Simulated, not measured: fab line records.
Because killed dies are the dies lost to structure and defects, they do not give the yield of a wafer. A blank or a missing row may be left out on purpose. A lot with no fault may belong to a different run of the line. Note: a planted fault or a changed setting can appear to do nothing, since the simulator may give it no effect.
fab line records	flow n5Finfet
[record] lots = 24	wafers = 72	lastDay = 20
route steps=1938 shown GATE_CUT@477 MOL_CONTACT_COAG@540
lots that met no fault: from a run of the same line without faults
startH: hours from the record's first day to the start of the lot's first wafer shown	waitH: hours since the lot's step before	" identical to the entry in the row above	L1.1+2: a single row standing in for several wafers	- no value present, or no start provided	* or withheld: withheld	< > ~ a bound
route shown NAME@n: NAME is a module with steps in the file, n the number in the route of the first one	usual: mean and standard deviation over wafers with no fault	same: alike in all rows	chamber/n: place in a boat	sites: per-site readings	_std_site: standard deviation across them	_edge_site: mean of outer sites minus mean of inner sites	radiusMm: for every site, how far away it sits from the centre of the wafer	mask NAME#n: copy n	behind: the last tool/chamber to shape the wafer	hold: why the lot was held/for how many hours/how that ended	device: whichever transistor did not switch (one of n, p or np)	end of line: at the end of the route, the tests of the same wafers	a step with no rows: only its recipe	killed: count of dies lost to structure and defects at first sort (not the wafer's yield)	map: dies across one wafer; x = killed, . = not, _ = none there
set.NAME: the setting as run; set.NAME@STEP: as run at that earlier step	model.NAME: the simulator's own value behind a step, which no gauge read
one table for each step of the route and one row for each wafer, over a sample of lots
services: from which hour (startH, from the record's first day; less than 0 if before it) a tool's chamber was out of use, for how many hours, and why
[[steps]]
[step N5_GATE_CUT_HM_DEP_46]
[recipe] material = SiO2	targetThkA = 1300	tempC = 400	precursor = TEOS/O2	pressureTorr = 6.5	rfW = 900	teosFlowSccm = 161.4	gas = O2	flowSccm = 2650	timeS = 26.6
[usual] heaterPowerW = 553/80	showerheadPlenumPTorr = 8.36/0.036	throttleValvePct = 18.9/1.2
lot.wafer	tool	chamber	startH	waitH	heaterPowerW	showerheadPlenumPTorr	throttleValvePct
L074.1	pecvd-01	2	82.97	0.0	529	8.41	18.6
L074.3	"	0	"	"	558	8.37	17.7
L074.5	"	1	"	"	674	8.38	20.8
L075.2	pecvd-01	0	95.95	0.0	481	8.37	17.9
L075.3	"	2	"	"	479	8.38	18.5
L075.6	"	2	"	"	478	8.39	18.6
L076.1	pecvd-02	1	96.85	0.0	499	8.40	20.3
L076.2	"	0	"	"	598	8.31	19.8
L076.4	"	0	"	"	586	8.29	19.4
L077.2	pecvd-02	2	102.12	0.0	700	8.39	17.4
L077.5	"	0	"	"	586	8.30	19.7
L077.6	"	1	"	"	525	8.40	20.3
L078.1	pecvd-04	0	107.38	0.0	574	8.38	20.2
L078.4	"	1	"	"	509	8.34	17.8
L078.6	"	0	"	"	595	8.36	20.3
L079.1	pecvd-01	2	114.52	0.0	574	8.38	18.6
L079.3	"	0	"	"	637	8.38	17.5
L079.5	"	0	"	"	473	8.39	17.8
L080.1	pecvd-02	0	120.61	0.0	446	8.29	19.7
L080.3	"	1	"	"	441	8.40	20.0
L080.5	"	2	"	"	666	8.38	17.6
L081.2	pecvd-01	0	125.57	0.0	520	8.37	17.8
L081.5	"	1	"	"	624	8.41	20.8
L081.6	"	0	"	"	526	8.36	17.7
L082.2	pecvd-04	2	131.47	0.0	493	8.34	17.5
L082.3	"	1	"	"	511	8.34	18.1
L082.5	"	0	"	"	578	8.39	20.2
L083.3	pecvd-04	0	137.31	0.0	509	8.37	20.3
L083.4	"	1	"	"	581	8.35	17.8
L083.5	"	0	"	"	512	8.36	20.1
L084.2	pecvd-04	2	143.02	0.0	467	8.34	17.8
L084.4	"	2	"	"	482	8.33	17.5
L084.5	"	0	"	"	443	8.37	20.3
L085.2	pecvd-04	0	150.27	0.0	574	8.38	20.2
L085.3	"	1	"	"	530	8.34	17.9
L085.4	"	2	"	"	489	8.32	17.6
L086.2	pecvd-04	2	156.05	0.0	420	8.32	17.5
L086.3	"	1	"	"	470	8.34	17.9
L086.4	"	0	"	"	548	8.38	20.2
L087.1	pecvd-02	2	161.58	0.0	585	8.36	17.7
L087.4	"	2	"	"	611	8.39	17.9
L087.6	"	1	"	"	456	8.39	20.2
L088.1	pecvd-04	2	167.21	0.0	484	8.34	17.7
L088.2	"	1	"	"	567	8.35	17.8
L088.4	"	0	"	"	560	8.39	20.4
L089.2	pecvd-02	2	174.22	0.0	693	8.37	18.0
L089.3	"	2	"	"	692	8.38	17.7
L089.5	"	0	"	"	543	8.30	19.6
L090.2	pecvd-02	0	177.87	0.0	507	8.28	19.3
L090.3	"	2	"	"	682	8.37	17.6
L090.6	"	2	"	"	693	8.37	17.6
L091.1	pecvd-01	0	187.75	0.0	507	8.35	17.5
L091.3	"	1	"	"	652	8.42	20.4
L091.6	"	1	"	"	664	8.39	20.5
L092.1	pecvd-01	2	190.15	0.0	525	8.39	18.7
L092.2	"	1	"	"	682	8.39	20.5
L092.6	"	1	"	"	691	8.39	20.7
L093.3	pecvd-04	1	206.18	0.0	554	8.33	18.2
L093.4	"	2	"	"	456	8.32	17.4
L093.5	"	1	"	"	565	8.36	17.9
L094.1	pecvd-02	2	215.71	0.0	710	8.39	17.8
L094.2	"	1	"	"	536	8.41	20.2
L094.3	"	0	"	"	502	8.31	19.4
L095.4	pecvd-01	0	217.59	0.1	629	8.37	17.8
L095.5	"	0	"	"	627	8.36	18.1
L095.6	"	1	"	"	713	8.40	20.7
L096.2	pecvd-04	0	226.47	0.0	545	8.37	20.4
L096.3	"	2	"	"	445	8.32	17.8
L096.6	"	2	"	"	461	8.32	17.8
L097.1	pecvd-02	2	227.62	0.0	639	8.38	17.9
L097.2	"	0	"	"	534	8.28	19.8
L097.5	"	0	"	"	537	8.30	19.5
[step N5_GATE_CUT_OVL_MEAS_14]
[recipe] pointsPerWafer = 522
[usual] GATE_CUT_OVL = 0.2/0.68
lot.wafer	tool	chamber	startH	waitH	GATE_CUT_OVL[nm]
L074.1	overlay-02	0	84.18	0.0	0.2
L074.3	"	0	"	"	-0.2
L074.5	"	0	"	"	0.5
L075.2	overlay-01	0	96.33	0.0	1.5
L075.3	"	0	"	"	0.1
L075.6	"	0	"	"	1.3
L076.1	overlay-02	0	97.34	0.0	-0.7
L076.2	"	0	"	"	-0.5
L076.4	"	0	"	"	-0.3
L077.2	overlay-01	0	102.49	0.0	-0.3
L077.5	"	0	"	"	-0.5
L077.6	"	0	"	"	0.8
L078.1	overlay-02	0	107.74	0.0	0.4
L078.4	"	0	"	"	1.5
L078.6	"	0	"	"	0.5
L079.1	overlay-02	0	115.02	0.0	1.2
L079.3	"	0	"	"	0.5
L079.5	"	0	"	"	1.1
L080.1	overlay-02	0	120.98	0.0	0.1
L080.3	"	0	"	"	0.5
L080.5	"	0	"	"	-0.9
L081.2	overlay-02	0	126.07	0.0	-0.6
L081.5	"	0	"	"	0.2
L081.6	"	0	"	"	0.6
L082.2	overlay-02	0	131.97	0.0	-0.2
L082.3	"	0	"	"	0.4
L082.5	"	0	"	"	-0.8
L083.3	overlay-01	0	137.69	0.0	1.9
L083.4	"	0	"	"	1.2
L083.5	"	0	"	"	1.0
L084.2	overlay-01	0	143.52	0.0	0.1
L084.4	"	0	"	"	0.4
L084.5	"	0	"	"	-0.1
L085.2	overlay-01	0	150.77	0.0	-0.2
L085.3	"	0	"	"	-0.6
L085.4	"	0	"	"	0.1
L086.2	overlay-02	0	156.42	0.0	1.6
L086.3	"	0	"	"	1.5
L086.4	"	0	"	"	1.5
L087.1	overlay-01	0	162.07	0.0	0.3
L087.4	"	0	"	"	0.0
L087.6	"	0	"	"	0.6
L088.1	overlay-01	0	167.57	0.0	-0.5
L088.2	"	0	"	"	-0.1
L088.4	"	0	"	"	-0.2
L089.2	overlay-01	0	174.74	0.0	0.2
L089.3	"	0	"	"	1.9
L089.5	"	0	"	"	0.6
L090.2	overlay-02	0	178.24	0.0	0.1
L090.3	"	0	"	"	0.1
L090.6	"	0	"	"	-0.4
L091.1	overlay-02	0	188.12	0.0	0.6
L091.3	"	0	"	"	-0.4
L091.6	"	0	"	"	0.5
L092.1	overlay-01	0	190.52	0.0	-0.1
L092.2	"	0	"	"	-0.7
L092.6	"	0	"	"	-0.4
L093.3	overlay-01	0	206.57	0.0	-0.6
L093.4	"	0	"	"	0.7
L093.5	"	0	"	"	0.1
L094.1	overlay-01	0	216.20	0.0	0.4
L094.2	"	0	"	"	1.1
L094.3	"	0	"	"	-0.1
L095.4	overlay-01	0	217.97	0.0	0.5
L095.5	"	0	"	"	0.3
L095.6	"	0	"	"	0.2
L096.2	overlay-01	0	226.84	0.0	0.8
L096.3	"	0	"	"	0.0
L096.6	"	0	"	"	-0.2
L097.1	overlay-01	0	228.11	0.0	-0.6
L097.2	"	0	"	"	0.1
L097.5	"	0	"	"	-0.4
[step N5_GATE_CUT_DESCUM_18]
[recipe] chemistry = O2	timeS = 7	sourcePowerW = 50	biasPowerW = 20	pressureMtorr = 20	rfFrequencyHz = 2.712e+07	tempC = 40	resist = CAR-EUV	o2FlowSccm = 225
[usual] drypumpMotorCurrentA = 5.5/0.48	oesProductAu = 0.78/0.089	rfVppV = 243.0/1.4	showerheadPlenumPTorr = 2.08/0.078	throttleValvePct = 20.47/0.21
lot.wafer	tool	chamber	startH	waitH	drypumpMotorCurrentA	oesProductAu	rfHoursCounterH	rfVppV	showerheadPlenumPTorr	throttleValvePct
L074.1	rieDiel-03	0	84.28	0.0	4.8	0.91	11	242.7	2.06	20.17
L074.3	"	3	"	"	5.5	0.67	242	242.1	1.98	20.60
L074.5	"	2	"	"	5.3	0.73	-	240.6	1.99	20.58
L075.2	rieDiel-06	1	96.41	0.0	5.6	0.73	188	243.5	2.18	20.83
L075.3	"	0	"	"	5.2	0.68	244	241.3	2.06	20.53
L075.6	"	1	"	"	5.6	0.73	-	243.9	2.18	20.82
L076.1	rieDiel-03	3	97.43	0.0	5.5	0.67	246	240.6	1.98	20.62
L076.2	"	0	"	"	4.8	0.90	15	243.0	2.06	20.17
L076.4	"	3	"	"	5.5	0.67	-	242.5	1.98	20.61
L077.2	rieDiel-03	3	102.57	0.0	5.5	0.67	248	241.8	1.98	20.60
L077.5	"	3	"	"	5.5	0.66	-	241.0	1.98	20.61
L077.6	"	0	"	"	4.7	0.88	-	243.7	2.06	20.18
L078.1	rieDiel-06	2	107.84	0.0	6.4	0.76	146	242.2	2.01	20.26
L078.4	"	0	"	"	5.2	0.67	246	241.3	2.06	20.52
L078.6	"	0	"	"	5.2	0.68	-	243.2	2.06	20.55
L079.1	rieDiel-03	1	115.44	0.4	6.0	0.72	200	244.8	2.16	20.48
L079.3	"	2	"	"	5.3	0.71	218	241.9	1.98	20.61
L079.5	"	1	"	"	6.0	0.72	-	244.6	2.16	20.49
L080.1	rieDiel-03	0	121.07	0.0	4.7	0.87	24	242.1	2.05	20.20
L080.3	"	1	"	"	6.1	0.73	202	243.4	2.16	20.49
L080.5	"	1	"	"	6.0	0.72	-	243.6	2.16	20.48
L081.2	rieDiel-03	0	126.42	0.3	4.7	0.87	27	242.7	2.05	20.19
L081.5	"	1	"	"	6.0	0.73	-	242.6	2.16	20.47
L081.6	"	2	"	"	5.3	0.71	-	241.3	1.98	20.63
L082.2	rieDiel-06	1	132.34	0.3	5.6	0.72	199	244.5	2.17	20.84
L082.3	"	3	"	"	5.5	0.71	-	242.6	2.07	20.63
L082.5	"	3	"	"	5.4	0.71	-	242.4	2.07	20.61
L083.3	rieDiel-02	1	137.92	0.2	6.3	0.93	12	244.7	2.14	20.17
L083.4	"	0	"	"	5.6	0.96	7	244.1	2.07	20.35
L083.5	"	3	"	"	5.8	0.79	-	243.3	2.03	20.73
L084.2	rieDiel-03	3	143.61	0.0	5.5	0.96	4	245.2	2.24	20.23
L084.4	"	0	"	"	4.8	0.86	31	244.2	2.05	20.20
L084.5	"	1	"	"	6.0	0.73	-	242.2	2.16	20.51
L085.2	rieDiel-06	1	150.85	0.0	5.6	0.71	205	243.8	2.17	20.85
L085.3	"	3	"	"	5.5	0.70	196	243.1	2.07	20.61
L085.4	"	0	"	"	5.2	0.98	3	242.3	2.06	20.24
L086.2	rieDiel-03	3	156.91	0.4	5.5	0.95	7	244.9	2.24	20.25
L086.3	"	1	"	"	6.0	0.73	212	243.2	2.16	20.51
L086.4	"	0	"	"	4.8	0.85	35	243.4	2.05	20.21
L087.1	rieDiel-02	0	162.16	0.0	5.6	0.94	13	242.6	2.06	20.35
L087.4	"	1	"	"	6.3	0.91	19	244.6	2.14	20.18
L087.6	"	3	"	"	5.8	0.79	-	243.5	2.02	20.73
L088.1	rieDiel-03	1	167.66	0.0	6.1	0.71	215	244.5	2.16	20.50
L088.2	"	3	"	"	5.5	0.93	11	246.4	2.24	20.26
L088.4	"	2	"	"	5.3	0.70	234	241.6	1.98	20.66
L089.2	rieDiel-03	3	175.06	0.3	5.5	0.93	12	244.5	2.24	20.24
L089.3	"	2	"	"	5.3	0.70	235	240.3	1.98	20.64
L089.5	"	2	"	"	5.3	0.70	-	241.6	1.98	20.63
L090.2	rieDiel-03	0	178.33	0.0	4.8	0.85	41	241.9	2.05	20.23
L090.3	"	2	"	"	5.3	0.70	236	241.4	1.98	20.63
L090.6	"	2	"	"	5.3	0.71	-	241.1	1.98	20.65
L091.1	rieDiel-06	0	188.22	0.0	5.2	0.94	13	243.1	2.06	20.25
L091.3	"	3	"	"	5.4	0.68	206	243.8	2.06	20.62
L091.6	"	2	"	"	6.4	0.74	-	241.3	2.01	20.28
L092.1	rieDiel-03	3	190.61	0.0	5.5	0.92	17	244.3	2.23	20.26
L092.2	"	1	"	"	6.0	0.71	221	244.8	2.16	20.53
L092.6	"	1	"	"	6.0	0.71	-	244.8	2.15	20.50
L093.3	rieDiel-02	1	206.65	0.0	6.3	0.88	31	243.8	2.13	20.20
L093.4	"	0	"	"	5.6	0.91	24	241.5	2.06	20.38
L093.5	"	3	"	"	5.8	0.78	-	240.9	2.02	20.74
L094.1	rieDiel-03	2	216.29	0.0	5.3	0.69	246	243.3	1.98	20.64
L094.2	"	3	"	"	5.5	0.91	23	246.1	2.23	20.27
L094.3	"	1	"	"	6.0	0.70	228	245.2	2.15	20.53
L095.4	rieDiel-02	1	218.06	0.0	6.3	0.88	-	243.2	2.13	20.19
L095.5	"	0	"	"	5.6	0.90	-	243.1	2.06	20.38
L095.6	"	3	"	"	5.8	0.78	-	243.0	2.02	20.77
L096.2	rieDiel-03	0	226.92	0.0	4.8	0.83	54	241.8	2.04	20.24
L096.3	"	3	"	"	5.5	0.91	27	245.5	2.23	20.25
L096.6	"	0	"	"	4.7	0.83	-	242.0	2.04	20.23
L097.1	rieDiel-06	2	228.21	0.0	6.4	0.74	172	243.1	2.01	20.29
L097.2	"	1	"	"	5.6	0.70	225	244.8	2.16	20.88
L097.5	"	0	"	"	5.2	0.92	-	241.9	2.05	20.27
[step N5_GATE_CUT_CUT_ETCH_53]
[recipe] chemistry = SF6/Cl2	target = W	maskMaterial = SiO2	targetDepthA = 792	pressureMtorr = 8	icpW = 900	biasW = 80	SF6_flow_sccm = 40	Cl2_flow_sccm = 60	ends = cleared
[usual] drypumpMotorCurrentA = 5.96/0.12	etchRfOnTimeS = 26.22/0.27	mfcCl2Sccm = 60.00/0.19	oesProductAu = 0.73/0.097	throttleValvePct = 28.68/0.25
lot.wafer	tool	chamber	startH	waitH	drypumpMotorCurrentA	etchRfOnTimeS	mfcCl2Sccm	oesProductAu	rfHoursCounterH	throttleValvePct
L074.1	rieMetal-02	1	84.68	0.1	5.83	26.97	59.86	0.73	28	28.60
L074.3	"	1	"	"	5.86	26.73	60.05	0.73	-	28.64
L074.5	"	1	"	"	5.83	26.87	59.80	0.72	-	28.62
L075.2	rieMetal-01	1	96.81	0.1	5.88	26.39	59.85	0.81	9	28.57
L075.3	"	1	"	"	5.91	26.33	59.72	0.80	-	28.55
L075.6	"	1	"	"	5.91	26.30	59.90	0.81	-	28.57
L076.1	rieMetal-01	1	97.82	0.1	5.92	26.36	59.96	0.80	9	28.55
L076.2	"	0	"	"	6.04	26.50	59.91	0.60	98	28.44
L076.4	"	1	"	"	5.90	26.50	59.89	0.80	-	28.56
L077.2	rieMetal-01	1	102.97	0.1	5.92	26.18	60.09	0.81	10	28.55
L077.5	"	1	"	"	5.92	26.37	59.85	0.81	-	28.56
L077.6	"	0	"	"	6.03	26.19	60.21	0.60	-	28.46
L078.1	rieMetal-01	1	108.23	0.1	5.91	25.97	60.06	0.81	10	28.57
L078.4	"	1	"	"	5.92	26.29	59.78	0.80	-	28.57
L078.6	"	0	"	"	6.03	26.35	60.39	0.59	-	28.47
L079.1	rieMetal-02	0	115.84	0.1	6.12	26.03	60.17	0.74	36	29.10
L079.3	"	1	"	"	5.84	26.62	60.15	0.72	-	28.62
L079.5	"	1	"	"	5.84	26.53	60.23	0.72	-	28.65
L080.1	rieMetal-02	1	121.47	0.1	5.84	26.92	60.15	0.71	31	28.65
L080.3	"	1	"	"	5.85	26.66	60.19	0.72	-	28.63
L080.5	"	0	"	"	6.18	26.22	59.65	0.74	-	29.09
L081.2	rieMetal-01	1	126.82	0.1	5.88	26.00	60.34	0.80	12	28.57
L081.5	"	1	"	"	5.86	25.99	60.19	0.81	-	28.57
L081.6	"	0	"	"	6.03	25.74	59.83	0.60	-	28.46
L082.2	rieMetal-02	1	132.92	0.1	5.80	26.51	59.89	0.72	32	28.64
L082.3	"	1	"	"	5.83	26.50	60.32	0.72	-	28.63
L082.5	"	1	"	"	5.81	26.74	60.22	0.72	-	28.62
L083.3	rieMetal-02	0	138.34	0.1	6.14	26.20	59.86	0.73	-	29.07
L083.4	"	1	"	"	5.80	26.51	60.11	0.71	-	28.62
L083.5	"	1	"	"	5.80	26.80	59.88	0.70	-	28.65
L084.2	rieMetal-01	0	144.00	0.1	6.03	25.84	59.96	0.59	104	28.47
L084.4	"	1	"	"	5.88	26.23	59.44	0.78	-	28.56
L084.5	"	1	"	"	5.88	25.90	60.02	0.78	-	28.56
L085.2	rieMetal-01	1	151.25	0.1	5.90	25.95	59.57	0.78	16	28.58
L085.3	"	0	"	"	6.03	26.01	60.14	0.59	-	28.44
L085.4	"	1	"	"	5.90	26.04	59.75	0.78	-	28.56
L086.2	rieMetal-01	1	157.30	0.1	5.90	26.09	59.89	0.78	16	28.57
L086.3	"	0	"	"	6.04	26.13	59.92	0.59	-	28.47
L086.4	"	1	"	"	5.91	26.40	60.11	0.77	-	28.55
L087.1	rieMetal-01	0	162.56	0.1	6.06	25.97	59.96	0.59	105	28.48
L087.4	"	0	"	"	6.05	25.96	59.88	0.59	-	28.47
L087.6	"	1	"	"	5.91	26.27	59.78	0.78	-	28.56
L088.1	rieMetal-03	1	168.06	0.1	5.95	26.09	59.71	0.89	0	28.58
L088.2	"	0	"	"	5.78	25.90	60.00	0.88	3	29.10
L088.4	"	0	"	"	5.81	25.75	59.99	0.88	-	29.11
L089.2	rieMetal-02	0	175.45	0.1	6.16	26.13	59.83	0.73	42	29.10
L089.3	"	0	"	"	6.17	26.22	60.06	0.72	-	29.10
L089.5	"	1	"	"	5.84	26.86	60.25	0.69	-	28.64
L090.2	rieMetal-01	0	178.74	0.1	6.04	26.06	59.83	0.59	-	28.47
L090.3	"	0	"	"	6.03	26.04	60.00	0.59	-	28.48
L090.6	"	0	"	"	6.05	25.95	59.79	0.59	-	28.48
L091.1	rieMetal-02	1	198.28	9.7	5.83	26.47	59.80	0.70	38	28.63
L091.3	"	1	"	"	5.77	26.36	59.78	0.70	-	28.63
L091.6	"	1	"	"	5.81	26.40	59.80	0.69	-	28.66
L092.1	rieMetal-03	1	198.28	7.3	5.93	26.34	60.38	0.85	3	28.59
L092.2	"	0	"	"	5.80	26.02	60.10	0.85	6	29.10
L092.6	"	1	"	"	5.93	26.18	60.06	0.85	-	28.58
L093.3	rieMetal-03	1	207.06	0.1	5.94	26.28	60.21	0.85	-	28.59
L093.4	"	0	"	"	5.76	26.00	60.25	0.85	-	29.11
L093.5	"	0	"	"	5.77	26.16	60.22	0.84	-	29.09
L094.1	rieMetal-03	1	216.69	0.1	5.94	26.43	60.02	0.84	5	28.59
L094.2	"	0	"	"	5.79	26.38	59.90	0.84	7	29.11
L094.3	"	0	"	"	5.81	26.34	60.09	0.84	-	29.12
L095.4	rieMetal-01	0	218.46	0.0	6.04	25.93	59.99	0.58	-	28.46
L095.5	"	1	"	"	5.89	25.99	60.11	0.78	-	28.56
L095.6	"	0	"	"	6.02	26.04	60.04	0.58	-	28.47
L096.2	rieMetal-01	1	227.32	0.1	5.91	26.44	60.00	0.76	20	28.57
L096.3	"	1	"	"	5.89	26.79	60.22	0.75	-	28.58
L096.6	"	0	"	"	6.04	26.48	59.81	0.58	-	28.46
L097.1	rieMetal-03	0	228.60	0.1	5.78	25.97	59.91	0.84	8	29.11
L097.2	"	1	"	"	5.98	26.18	59.88	0.83	5	28.59
L097.5	"	0	"	"	5.77	26.12	60.17	0.84	-	29.14
[step N5_GATE_CUT_VAPOR_ETCH_51]
[recipe] chemistry = BCl3/Cl2	target = HfO2	mode = isotropic
[usual] drypumpMotorCurrentA = 5.96/0.11	oesProductAu = 0.80/0.11
lot.wafer	tool	chamber	startH	waitH	drypumpMotorCurrentA	oesProductAu
L074.1	rieMetal-02	1	84.92	0.0	5.82	0.80
L074.3	"	1	"	"	5.80	0.81
L074.5	"	1	"	"	5.83	0.80
L075.2	rieMetal-01	1	97.13	0.0	5.84	0.89
L075.3	"	1	"	"	5.87	0.90
L075.6	"	1	"	"	5.90	0.89
L076.1	rieMetal-01	1	98.14	0.0	5.89	0.89
L076.2	"	0	"	"	6.05	0.66
L076.4	"	1	"	"	5.89	0.89
L077.2	rieMetal-01	1	103.21	0.0	5.93	0.89
L077.5	"	1	"	"	5.90	0.89
L077.6	"	0	"	"	6.04	0.66
L078.1	rieMetal-01	1	108.47	0.0	5.91	0.88
L078.4	"	1	"	"	5.91	0.88
L078.6	"	0	"	"	6.04	0.66
L079.1	rieMetal-02	0	116.08	0.0	6.13	0.82
L079.3	"	1	"	"	5.88	0.80
L079.5	"	1	"	"	5.83	0.80
L080.1	rieMetal-02	1	121.71	0.0	5.84	0.79
L080.3	"	1	"	"	5.86	0.79
L080.5	"	0	"	"	6.15	0.81
L081.2	rieMetal-01	1	127.06	0.0	5.89	0.87
L081.5	"	1	"	"	5.91	0.87
L081.6	"	0	"	"	6.06	0.66
L082.2	rieMetal-02	1	133.16	0.0	5.84	0.79
L082.3	"	1	"	"	5.83	0.79
L082.5	"	1	"	"	5.85	0.79
L083.3	rieMetal-02	0	138.57	0.0	6.13	0.80
L083.4	"	1	"	"	5.79	0.79
L083.5	"	1	"	"	5.81	0.78
L084.2	rieMetal-01	0	144.24	0.0	6.02	0.65
L084.4	"	1	"	"	5.90	0.86
L084.5	"	1	"	"	5.92	0.87
L085.2	rieMetal-01	1	151.49	0.0	5.86	0.86
L085.3	"	0	"	"	6.04	0.65
L085.4	"	1	"	"	5.88	0.85
L086.2	rieMetal-01	1	157.54	0.0	5.90	0.85
L086.3	"	0	"	"	6.01	0.65
L086.4	"	1	"	"	5.88	0.86
L087.1	rieMetal-01	0	162.80	0.0	6.02	0.64
L087.4	"	0	"	"	6.04	0.65
L087.6	"	1	"	"	5.88	0.86
L088.1	rieMetal-03	1	168.30	0.0	5.95	0.99
L088.2	"	0	"	"	5.80	0.97
L088.4	"	0	"	"	5.81	0.97
L089.2	rieMetal-02	0	175.69	0.0	6.16	0.81
L089.3	"	0	"	"	6.16	0.80
L089.5	"	1	"	"	5.84	0.78
L090.2	rieMetal-01	0	179.21	0.1	6.04	0.65
L090.3	"	0	"	"	6.03	0.64
L090.6	"	0	"	"	6.03	0.65
L091.1	rieMetal-02	1	198.52	0.0	5.82	0.77
L091.3	"	1	"	"	5.81	0.77
L091.6	"	1	"	"	5.82	0.77
L092.1	rieMetal-03	1	198.52	0.0	5.94	0.95
L092.2	"	0	"	"	5.78	0.94
L092.6	"	1	"	"	5.95	0.95
L093.3	rieMetal-03	1	207.29	0.0	5.96	0.93
L093.4	"	0	"	"	5.76	0.93
L093.5	"	0	"	"	5.77	0.93
L094.1	rieMetal-03	1	216.93	0.0	5.99	0.94
L094.2	"	0	"	"	5.80	0.92
L094.3	"	0	"	"	5.80	0.93
L095.4	rieMetal-01	0	218.69	0.0	6.04	0.64
L095.5	"	1	"	"	5.94	0.85
L095.6	"	0	"	"	6.02	0.65
L096.2	rieMetal-01	1	227.56	0.0	5.94	0.83
L096.3	"	1	"	"	5.88	0.84
L096.6	"	0	"	"	6.04	0.64
L097.1	rieMetal-03	0	228.84	0.0	5.81	0.93
L097.2	"	1	"	"	5.93	0.93
L097.5	"	0	"	"	5.81	0.92
[step N5_MOL_CONTACT_COAG_CD_MEAS_99]
[recipe] targetCdNm = 17.2	polarity = opening
[usual] cdNm = 17.18/0.3
lot.wafer	tool	chamber	startH	waitH	cdNm
L074.1	cdSem-03	-	92.68	-	18.06
L074.3	"	-	"	"	17.12
L074.5	"	-	"	"	17.34
L075.2	cdSem-01	-	100.81	-	16.94
L075.3	"	-	"	"	17.00
L075.6	"	-	"	"	16.49
L076.1	cdSem-01	-	101.72	-	17.09
L076.2	"	-	"	"	16.94
L076.4	"	-	"	"	16.90
L077.2	cdSem-03	-	106.76	-	17.43
L077.5	"	-	"	"	17.38
L077.6	"	-	"	"	17.07
L078.1	cdSem-02	-	112.14	-	17.39
L078.4	"	-	"	"	17.46
L078.6	"	-	"	"	17.37
L079.1	cdSem-02	-	119.98	-	17.18
L079.3	"	-	"	"	17.23
L079.5	"	-	"	"	16.82
L080.1	cdSem-01	-	125.26	-	17.76
L080.3	"	-	"	"	17.11
L080.5	"	-	"	"	16.88
L081.2	cdSem-03	-	130.73	-	17.27
L081.5	"	-	"	"	17.32
L081.6	"	-	"	"	17.22
L082.2	cdSem-01	-	137.08	-	17.51
L082.3	"	-	"	"	17.63
L082.5	"	-	"	"	17.32
L083.3	cdSem-01	-	142.69	-	16.69
L083.4	"	-	"	"	16.74
L083.5	"	-	"	"	17.18
L084.2	cdSem-02	-	148.05	-	17.38
L084.4	"	-	"	"	17.16
L084.5	"	-	"	"	16.89
L085.2	cdSem-03	-	155.16	-	17.26
L085.3	"	-	"	"	17.16
L085.4	"	-	"	"	17.58
L086.2	cdSem-02	-	161.43	-	17.39
L086.3	"	-	"	"	17.45
L086.4	"	-	"	"	16.97
L087.1	cdSem-01	-	166.43	-	17.10
L087.4	"	-	"	"	17.09
L087.6	"	-	"	"	16.93
L088.1	cdSem-02	-	172.16	-	16.91
L088.2	"	-	"	"	16.81
L088.4	"	-	"	"	17.31
L089.2	cdSem-01	-	180.24	-	17.15
L089.3	"	-	"	"	16.90
L089.5	"	-	"	"	16.70
L090.2	cdSem-01	-	183.16	-	17.06
L090.3	"	-	"	"	17.08
L090.6	"	-	"	"	16.97
L091.1	cdSem-01	-	203.22	-	17.23
L091.3	"	-	"	"	16.89
L091.6	"	-	"	"	17.57
L092.1	cdSem-02	-	203.43	-	17.19
L092.2	"	-	"	"	17.45
L092.6	"	-	"	"	17.04
L093.3	cdSem-02	-	210.84	-	16.94
L093.4	"	-	"	"	17.53
L093.5	"	-	"	"	16.97
L094.1	cdSem-02	-	220.71	-	17.42
L094.2	"	-	"	"	17.42
L094.3	"	-	"	"	17.39
L095.4	cdSem-03	-	222.36	-	17.10
L095.5	"	-	"	"	17.04
L095.6	"	-	"	"	16.81
L096.2	cdSem-01	-	231.45	-	17.26
L096.3	"	-	"	"	16.95
L096.6	"	-	"	"	17.38
L097.1	cdSem-02	-	232.40	-	16.65
L097.2	"	-	"	"	17.35
L097.5	"	-	"	"	17.61
[[services]]
tool	chamber	startH	hours	kind
rieMetal-01	-	64.25	2.8	pm
rieDiel-03	1	92.93	14.9	repair
rieDiel-03	3	108.35	-	clean
rieDiel-03	3	108.35	-	consumableReplace:focusRing
rieDiel-03	3	108.35	-	consumableReplace:showerhead
rieDiel-03	3	108.35	18.4	scheduledDown
rieDiel-03	3	108.35	18.4	ventCycle
rieDiel-06	2	125.76	11.1	repair
pecvd-04	-	125.78	0.8	pm
rieMetal-03	-	132.77	14.6	pm
pecvd-02	-	139.06	14.6	pm
rieDiel-03	1	145.19	1.6	repair
rieDiel-06	-	158.33	2.8	pm
pecvd-01	-	162.71	0.8	repair
rieDiel-06	2	163.27	9.2	repair
pecvd-01	0	165.33	2.4	repair
rieDiel-03	-	177.21	0.8	repair
rieMetal-01	1	177.48	3.6	repair
pecvd-01	-	181.09	0.6	repair
rieMetal-01	-	192.91	1.4	pm
rieMetal-02	0	207.82	1.5	repair
rieDiel-02	2	214.00	6.4	repair
rieDiel-02	1	219.30	40.8	repair
rieDiel-03	2	225.34	-	clean
[[key]]
fault none
